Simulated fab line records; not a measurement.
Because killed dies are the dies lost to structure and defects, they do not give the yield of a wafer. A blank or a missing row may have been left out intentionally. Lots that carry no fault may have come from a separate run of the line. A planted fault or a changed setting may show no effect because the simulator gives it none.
What tool caused it? | flow nandHarc | 30 wafers from 10 lots sampled at 6 of the route's 1302 steps

## WHAT EACH GAUGE READ, for each wafer
NHARC_A_CHANNEL_HOLE_D2_INSPECT_40. Usual: 261 for rawDefectCount, sd 81.
lot  | measured     | on               | rawDefectCount | flag
L360 | day 13 20:41 | defectInspect-01 | 246 291 328    | 
L362 | day 14 14:57 | defectInspect-02 | 233 213 146    | 
L361 | day 14 19:07 | defectInspect-01 | 517 211 330    | 
L364 | day 16 05:00 | defectInspect-01 | 252 253 275    | 
L366 | day 17 03:34 | defectInspect-02 | 149 332 232    | 
L372 | day 19 14:20 | defectInspect-01 | 1207 1310 1063 | OFF
L374 | day 19 18:21 | defectInspect-02 | 954 983 872    | OFF
L377 | day 21 11:45 | defectInspect-02 | 173 217 211    | 
L380 | day 22 07:50 | defectInspect-02 | 375 247 316    | 
L381 | day 23 08:24 | defectInspect-01 | 203 272 146    | 

NHARC_END_SORT_01. Usual: killedAtArray 53, standard deviation 21; killedAtOther 1.1, standard deviation 1.5; killedAtPeriphery 3.9, standard deviation 2.7; killedDies 58, standard deviation 21; killedOpen 3.4, standard deviation 1.9; killedShort 2.3, standard deviation 1.5.
lot  | measured     | on        | killedAtArray | killedAtOther | killedAtPeriphery | killedDies  | killedOpen | killedShort | flag
L362 | day 25 18:00 | prober-01 | 64 70 71      | 1 2 1         | 4 2 5             | 69 74 77    | 5 5 1      | 3 1 1       | 
L372 | day 30 08:26 | prober-02 | 130 132 123   | 0 0 0         | 1 7 3             | 131 139 126 | 0 8 4      | 1 1 6       | OFF
L374 | day 30 05:48 | prober-01 | 144 117 148   | 0 1 0         | 4 0 4             | 148 118 152 | 4 3 2      | 2 4 2       | OFF

## EACH LOT AND THE TOOL THAT RAN IT (in order: tool; ch and the chambers of the sampled wafers; start)
lot  | NHARC_A_CHANNEL_HOLE_D2_ETCH_39   | NHARC_A_CHANNEL_HOLE_D2_ETCH_44   | NHARC_A_CHANNEL_FILL_D2_ALD_02  | NHARC_A_CHANNEL_FILL_D2_STRIP_28
L360 | rieDiel-13 ch 0,2, day 13 13:59   | rieDiel-13 ch 0,1,2, day 13 19:43 | aldHk-03 ch 0,1, day 13 21:02   | rieDiel-02 ch 0,1,2, day 14 21:31
L362 | rieDiel-13 ch 0,1, day 14 08:14   | rieDiel-13 ch 0,2,3, day 14 13:59 | aldHk-03 ch 0,1,3, day 14 15:17 | rieDiel-06 ch 0,2,3, day 15 16:23
L361 | rieDiel-03 ch 0,1,2, day 14 08:26 | rieDiel-13 ch 0,1,2, day 14 18:08 | aldHk-03 ch 0,1,2, day 14 19:23 | rieDiel-02 ch 1,2,3, day 15 20:16
L364 | rieDiel-04 ch 0,2, day 15 16:24   | rieDiel-13 ch 0,1,2, day 16 04:01 | aldHk-01 ch 0,1,3, day 16 05:16 | rieDiel-07 ch 0,1,3, day 17 05:37
L366 | rieDiel-13 ch 0,1,3, day 16 17:05 | rieDiel-13 ch 0,2,3, day 17 02:37 | aldHk-03 ch 0,1,2, day 17 03:55 | rieDiel-06 ch 1,2,3, day 18 06:48
L372 | rieDiel-13 ch 0,2, day 19 07:30   | rieDiel-03 ch 0,1,2, day 19 13:14 | aldHk-03 ch 0,1,3, day 19 14:41 | rieDiel-06 ch 1,2,3, day 20 14:50
L374 | rieDiel-13 ch 0,1,3, day 19 09:49 | rieDiel-04 ch 2,3, day 19 17:22   | aldHk-03 ch 0,3, day 19 18:37   | rieDiel-02 ch 0,2, day 20 18:18
L377 | rieDiel-03 ch 1,2,3, day 21 02:26 | rieDiel-04 ch 0,1,2, day 21 10:46 | aldHk-01 ch 0,2,3, day 21 12:08 | rieDiel-02 ch 1,2,3, day 22 12:22
L380 | rieDiel-04 ch 0,2, day 22 01:08   | rieDiel-13 ch 0,2, day 22 06:52   | aldHk-02 ch 0,3, day 22 08:02   | rieDiel-02 ch 1,2, day 23 07:53
L381 | rieDiel-13 ch 1,2,3, day 23 01:41 | rieDiel-13 ch 1,2,3, day 23 07:25 | aldHk-03 ch 0,2,3, day 23 08:35 | rieDiel-06 ch 0,2,3, day 24 08:58
- NHARC_A_CHANNEL_HOLE_D2_ETCH_39: etches the open film in N2/H2, target depth 260 nm, time 325 s.
- NHARC_A_CHANNEL_HOLE_D2_ETCH_44: etches the open film in CF4/O2, target depth 140 nm, overetch 14 nm, time 77 s.
- NHARC_A_CHANNEL_FILL_D2_ALD_02: deposits SiO2, target thk 6 nm, pulse time 10 s, ald cycles 60.
- NHARC_A_CHANNEL_FILL_D2_STRIP_28: strips in O2, time 20 s.

## AS READ BY THE TOOLS THEMSELVES (means over the sampled wafers that have a number; for cases with no such wafer, the mark the record gives instead)
NHARC_A_CHANNEL_HOLE_D2_ETCH_39. Usual: drypumpMotorCurrentA 5.7 A, standard deviation 0.3; oesProductAu 1.001 a.u., standard deviation 0.01; rfFwdPowerW 399.0 W, standard deviation 1.2; rfVppV 431.2 V, standard deviation 3; showerheadPlenumPTorr 2.06 Torr, standard deviation 0.11; throttleValvePct 14.172 %, standard deviation 0.0087.
lot  | tool       | drypumpMotorCurrentA (A) | oesProductAu (a.u.) | rfFwdPowerW (W) | rfVppV (V) | showerheadPlenumPTorr (Torr) | throttleValvePct (%) | flag
L360 | rieDiel-13 | 5.6                      | 0.983               | 399.2           | 431.6      | 2.08                         | 14.167               | 
L362 | rieDiel-13 | 5.5                      | 0.990               | 398.2           | 430.8      | 2.05                         | 14.169               | 
L361 | rieDiel-03 | 5.7                      | 1.001               | 398.8           | 429.1      | 2.00                         | 14.179               | 
L364 | rieDiel-04 | 5.7                      | 0.999               | 398.3           | 429.3      | 2.03                         | 14.171               | 
L366 | rieDiel-13 | 5.7                      | 1.010               | 399.5           | 431.1      | 2.07                         | 14.178               | 
L372 | rieDiel-13 | 5.6                      | 1.006               | 399.0           | 431.7      | 2.08                         | 14.170               | 
L374 | rieDiel-13 | 5.7                      | 1.001               | 398.8           | 432.2      | 2.07                         | 14.172               | 
L377 | rieDiel-03 | 5.6                      | 1.011               | 399.5           | 428.3      | 1.97                         | 14.176               | 
L380 | rieDiel-04 | 5.7                      | 1.000               | 399.9           | 430.1      | 2.03                         | 14.174               | 
L381 | rieDiel-13 | 5.6                      | 0.999               | 399.7           | 434.2      | 2.15                         | 14.167               | 

NHARC_A_CHANNEL_HOLE_D2_ETCH_44. Usual: drypumpMotorCurrentA 5.7 A (standard deviation 0.31); oes_f_703_au 1.000 a.u. (standard deviation 0.0045); oesProductAu 0.999 a.u. (standard deviation 0.01); rfFwdPowerW 297.5 W (standard deviation 1); rfVppV 198.3 V (standard deviation 1.4); showerheadPlenumPTorr 1.36 Torr (standard deviation 0.063); throttleValvePct 13.396 % (standard deviation 0.0091).
lot  | tool       | drypumpMotorCurrentA (A) | oes_f_703_au (a.u.) | oesProductAu (a.u.) | rfFwdPowerW (W) | rfVppV (V) | showerheadPlenumPTorr (Torr) | throttleValvePct (%) | flag
L360 | rieDiel-13 | 5.5                      | 1.003               | 0.989               | 296.9           | 198.1      | 1.35                         | 13.392               | 
L362 | rieDiel-13 | 5.8                      | 0.997               | 0.983               | 297.2           | 198.4      | 1.36                         | 13.399               | 
L361 | rieDiel-13 | 5.5                      | 1.003               | 0.984               | 297.0           | 197.7      | 1.35                         | 13.400               | 
L364 | rieDiel-13 | 5.5                      | 0.998               | 1.005               | 297.5           | 198.3      | 1.35                         | 13.403               | 
L366 | rieDiel-13 | 5.8                      | 0.999               | 1.013               | 297.0           | 199.3      | 1.36                         | 13.386               | 
L372 | rieDiel-03 | 5.7                      | 1.002               | 0.999               | 297.7           | 197.0      | 1.31                         | 13.408               | 
L374 | rieDiel-04 | 5.6                      | 1.003               | 1.009               | 297.2           | 198.3      | 1.34                         | 13.400               | 
L377 | rieDiel-04 | 5.8                      | 0.998               | 1.004               | 298.5           | 198.4      | 1.36                         | 13.390               | 
L380 | rieDiel-13 | 5.7                      | 1.000               | 0.994               | 297.0           | 197.6      | 1.30                         | 13.400               | 
L381 | rieDiel-13 | 5.6                      | 1.000               | 0.999               | 297.3           | 199.2      | 1.40                         | 13.393               | 

NHARC_A_CHANNEL_FILL_D2_ALD_02. Usual: heaterPowerW 457 W, standard deviation 54; precursorPulseHeightRel 0.997, standard deviation 0.019.
lot  | tool     | heaterPowerW (W) | precursorPulseHeightRel | flag
L360 | aldHk-03 | 433              | 1.002                   | 
L362 | aldHk-03 | 465              | 1.009                   | 
L361 | aldHk-03 | 459              | 1.000                   | 
L364 | aldHk-01 | 453              | 0.996                   | 
L366 | aldHk-03 | 469              | 0.990                   | 
L372 | aldHk-03 | 454              | 1.021                   | 
L374 | aldHk-03 | 469              | 0.998                   | 
L377 | aldHk-01 | 428              | 0.997                   | 
L380 | aldHk-02 | 412              | 1.020                   | 
L381 | aldHk-03 | 480              | 0.994                   | 

NHARC_A_CHANNEL_FILL_D2_STRIP_28. Usual: drypumpMotorCurrentA 5.7 A, standard deviation 0.45; oesProductAu 1.001 a.u., standard deviation 0.01; rfVppV 57.8 V, standard deviation 0.91; showerheadPlenumPTorr 3.54 Torr, standard deviation 0.15; throttleValvePct 17.036 %, standard deviation 0.0087.
lot  | tool       | drypumpMotorCurrentA (A) | oesProductAu (a.u.) | rfVppV (V) | showerheadPlenumPTorr (Torr) | throttleValvePct (%) | flag
L360 | rieDiel-02 | 5.5                      | 0.992               | 58.0       | 3.63                         | 17.029               | 
L362 | rieDiel-06 | 5.8                      | 0.999               | 57.0       | 3.50                         | 17.045               | 
L361 | rieDiel-02 | 5.9                      | 1.001               | 57.7       | 3.62                         | 17.031               | 
L364 | rieDiel-07 | 5.8                      | 1.009               | 57.0       | 3.44                         | 17.036               | 
L366 | rieDiel-06 | 5.5                      | 1.003               | 57.2       | 3.58                         | 17.039               | 
L372 | rieDiel-06 | 5.5                      | 1.007               | 57.1       | 3.58                         | 17.039               | 
L374 | rieDiel-02 | 5.4                      | 1.013               | 58.5       | 3.69                         | 17.041               | 
L377 | rieDiel-02 | 5.9                      | 0.998               | 58.0       | 3.61                         | 17.029               | 
L380 | rieDiel-02 | 5.7                      | 1.009               | 58.0       | 3.60                         | 17.028               | 
L381 | rieDiel-06 | 5.8                      | 0.995               | 57.4       | 3.50                         | 17.037               | 

## THE ANSWER, worked out from the rows above alone
Rule: lot off if the mean of its wafers having a number is beyond 3 standard deviations from the usual mean. Also off: a lot with no number at a reading for which 4 or more lots have one. The other lots that the step has rows for count as sound. First the gauges in route order, then the tools' own readings, where a lot's mean is used as printed above. The first step at which some lot is off is used, and at that step the reading that is off furthest; a lot without a number counts as furthest.
Off at NHARC_A_CHANNEL_HOLE_D2_INSPECT_40 (rawDefectCount): L372, L374.
A tool fits if, at a process step before that reading, it ran every lot that is off, and no sound lot after the first of them. The gauges at NHARC_A_CHANNEL_HOLE_D2_INSPECT_40 aren't tried: what is off there is off at NHARC_END_SORT_01 too, on other tools, and a gauge's error can't cause that. No candidate that was tried fits.

## WHAT THE SIMULATOR HAD PUT IN
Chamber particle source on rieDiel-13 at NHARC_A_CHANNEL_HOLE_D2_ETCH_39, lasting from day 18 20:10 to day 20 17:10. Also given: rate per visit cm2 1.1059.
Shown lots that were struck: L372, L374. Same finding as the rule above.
